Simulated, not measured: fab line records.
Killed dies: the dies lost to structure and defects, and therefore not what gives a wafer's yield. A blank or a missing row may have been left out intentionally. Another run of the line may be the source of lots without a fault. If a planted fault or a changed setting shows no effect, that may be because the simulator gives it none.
The same fault as seen by 2 desks	flow nandHarc	only its own numbers are on each desk; what lay behind them is given at the end

TOOL OWNER'S DESK, krfScanner-03
The tool's own readings at NHARC_P_STI_EXPOSE_06 (exposes mask P STI, target cd 200 nm): means of the sampled wafers that have a number, for each lot that ran on this tool. Any lot whose mean is over 4 standard deviations away from the usual mean is out of limits and marked OUT; that distance is given in the brackets.
Columns: A = exposureDoseMJCm2 at NHARC_P_STI_EXPOSE_06, usual 37.67
lot	first seen here	A
L900	day 4 10:07	37.75
L901	day 4 22:22	37.71
L905	day 6 12:58	37.70
L907	day 7 09:26	37.66
L908	day 7 20:58	37.73
L909	day 8 05:17	37.70
This desk's verdict: no lot among the 6 shows anything out of limits.

THE METROLOGY DESK
What the gauges read, lot by lot, whatever tool the lot ran on: means of the sampled wafers that have a number. Any lot whose mean is over 4 standard deviations away from the usual mean is out of limits and marked OUT; that distance is given in the brackets.
Columns: A = overlayXNm at NHARC_P_STI_OVL_MEAS_10, usual -1 nm; B = overlayYNm at NHARC_P_STI_OVL_MEAS_10, usual 2 nm
lot	first seen here	A	B
L900	day 4 10:21	-11	2
L901	day 4 22:37	4	-7
L905	day 6 13:11	15	5
L907	day 7 09:41	22	6
L908	day 7 21:13	15	13
L909	day 8 05:31	22	0
L913	day 9 21:04	2	6
L914	day 10 09:52	-6	4
L915	day 10 18:50	-9	3
L916	day 11 07:55	2	-7
L917	day 11 15:56	-7	2
This desk's verdict: no lot among the 11 shows anything out of limits.

ALL TOGETHER
The desk of the tool owner found nothing out of limits.
At the metrology desk, nothing out of limits was observed.

WHAT THE SIMULATOR PUT IN
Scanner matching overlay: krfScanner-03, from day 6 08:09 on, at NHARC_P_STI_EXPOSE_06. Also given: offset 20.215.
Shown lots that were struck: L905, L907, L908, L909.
